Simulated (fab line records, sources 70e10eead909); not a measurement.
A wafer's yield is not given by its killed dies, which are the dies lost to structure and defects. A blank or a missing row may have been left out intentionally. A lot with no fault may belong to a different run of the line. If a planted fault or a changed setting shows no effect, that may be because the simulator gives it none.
Which tool did it? / flow nand harc / Sampling: 12 lots, 36 wafers, 4 of 1302 route steps

## WHAT EACH GAUGE READ, for each wafer
NHARC_A_SIN_REMOVE_INSPECT_04.
lot=L074; measured=day 21 02:06; on=defect inspect-01; raw defect count=295 291 293
lot=L077; measured=day 21 05:54; on=defect inspect-02; raw defect count=265 333 342
lot=L079; measured=day 23 00:03; on=defect inspect-02; raw defect count=304 330 355
lot=L081; measured=day 23 13:16; on=defect inspect-02; raw defect count=346 292 350
lot=L082; measured=day 24 09:57; on=defect inspect-01; raw defect count=439 515 391
lot=L084; measured=day 24 23:57; on=defect inspect-02; raw defect count=414 333 368
lot=L087; measured=day 25 08:10; on=defect inspect-02; raw defect count=408 366 561
lot=L088; measured=day 26 07:47; on=defect inspect-01; raw defect count=407 345 304
lot=L090; measured=day 27 17:35; on=defect inspect-01; raw defect count=324 392 381
lot=L094; measured=day 28 11:08; on=defect inspect-02; raw defect count=484 496 440
lot=L095; measured=day 29 14:02; on=defect inspect-02; raw defect count=501 387 363
lot=L097; measured=day 29 22:30; on=defect inspect-01; raw defect count=489 349 484

## EACH LOT AND THE TOOL THAT RAN IT (in order: tool; ch and the chambers of the sampled wafers; start)
lot=L074; NHARC_A_SGD_CUT_ETCHBACK_24=rie diel-07 ch 0,3, day 20 01:35; NHARC_A_SLIT_DEP_23=pecvd-02 ch 0,1,2, day 20 08:12; NHARC_A_SLIT_DESCUM_14=rie diel-12 ch 0,3, day 20 09:02
lot=L077; NHARC_A_SGD_CUT_ETCHBACK_24=rie diel-05 ch 0,1, day 20 07:18; NHARC_A_SLIT_DEP_23=pecvd-02 ch 0,1,2, day 20 16:39; NHARC_A_SLIT_DESCUM_14=rie diel-12 ch 0,2,3, day 20 17:32
lot=L079; NHARC_A_SGD_CUT_ETCHBACK_24=rie diel-01 ch 0,1,2, day 22 05:49; NHARC_A_SLIT_DEP_23=pecvd-04 ch 0,2, day 22 10:14; NHARC_A_SLIT_DESCUM_14=rie diel-12 ch 0,1,2, day 22 11:07
lot=L081; NHARC_A_SGD_CUT_ETCHBACK_24=rie diel-07 ch 0,2,3, day 22 19:13; NHARC_A_SLIT_DEP_23=pecvd-02 ch 0,1, day 22 23:36; NHARC_A_SLIT_DESCUM_14=rie diel-12 ch 0,3, day 23 00:20
lot=L082; NHARC_A_SGD_CUT_ETCHBACK_24=rie diel-05 ch 0,1,3, day 23 12:04; NHARC_A_SLIT_DEP_23=pecvd-01 ch 1,2, day 23 16:33; NHARC_A_SLIT_DESCUM_14=rie diel-12 ch 1,2,3, day 23 17:31
lot=L084; NHARC_A_SGD_CUT_ETCHBACK_24=rie diel-01 ch 0,2,3, day 24 02:21; NHARC_A_SLIT_DEP_23=pecvd-04 ch 0,2, day 24 06:51; NHARC_A_SLIT_DESCUM_14=rie diel-11 ch 1,3, day 24 07:46
lot=L087; NHARC_A_SGD_CUT_ETCHBACK_24=rie diel-07 ch 0,1,2, day 24 07:20; NHARC_A_SLIT_DEP_23=pecvd-02 ch 0,1, day 24 18:28; NHARC_A_SLIT_DESCUM_14=rie diel-11 ch 0,1,3, day 24 19:17
lot=L088; NHARC_A_SGD_CUT_ETCHBACK_24=rie diel-07 ch 0,1,2, day 25 11:41; NHARC_A_SLIT_DEP_23=pecvd-01 ch 0,1,2, day 25 17:53; NHARC_A_SLIT_DESCUM_14=rie diel-04 ch 1,3, day 25 18:45
lot=L090; NHARC_A_SGD_CUT_ETCHBACK_24=rie diel-05 ch 1,3, day 26 20:02; NHARC_A_SLIT_DEP_23=pecvd-02 ch 0,2, day 27 01:07; NHARC_A_SLIT_DESCUM_14=rie diel-11 ch 0,2,3, day 27 01:59
lot=L094; NHARC_A_SGD_CUT_ETCHBACK_24=rie diel-05 ch 0,1,2, day 27 14:48; NHARC_A_SLIT_DEP_23=pecvd-04 ch 0,2, day 27 21:26; NHARC_A_SLIT_DESCUM_14=rie diel-11 ch 0,1, day 27 22:17
lot=L095; NHARC_A_SGD_CUT_ETCHBACK_24=rie diel-05 ch 0,2,3, day 28 15:17; NHARC_A_SLIT_DEP_23=pecvd-01 ch 1,2, day 29 01:10; NHARC_A_SLIT_DESCUM_14=rie diel-04 ch 1,2,3, day 29 02:03
lot=L097; NHARC_A_SGD_CUT_ETCHBACK_24=rie diel-05 ch 0,3, day 28 22:38; NHARC_A_SLIT_DEP_23=pecvd-04 ch 0,1,2, day 29 08:53; NHARC_A_SLIT_DESCUM_14=rie diel-12 ch 1,2,3, day 29 09:37
- NHARC_A_SGD_CUT_ETCHBACK_24: etches the open film in CH3F/O2, target depth 50 nm, time 92.857 s.
- NHARC_A_SLIT_DEP_23: deposits SiON, target thk 100 nm.
- NHARC_A_SLIT_DESCUM_14: chemistry O2, time 3 s.

## THE ANSWER, worked out from the rows above alone
Rule: usual is defined by the lots themselves. The widest of any qualifying gaps counts: lots, ordered by their means at a reading, are off when they make up no more than a third of the lots, leave a main group of 4 or more, and stand apart from it by 3 or more times the standard deviation of that group's means. A main group whose means are all the same, to the digits that the tables above print for the reading, isn't used. Also off: a lot with no number at a reading for which 4 or more lots have one. The other lots that the step has rows for count as sound.
Across all readings shown, no lot is off: no conclusion can be drawn from this.

## WHAT WAS PUT IN BY THE SIMULATOR
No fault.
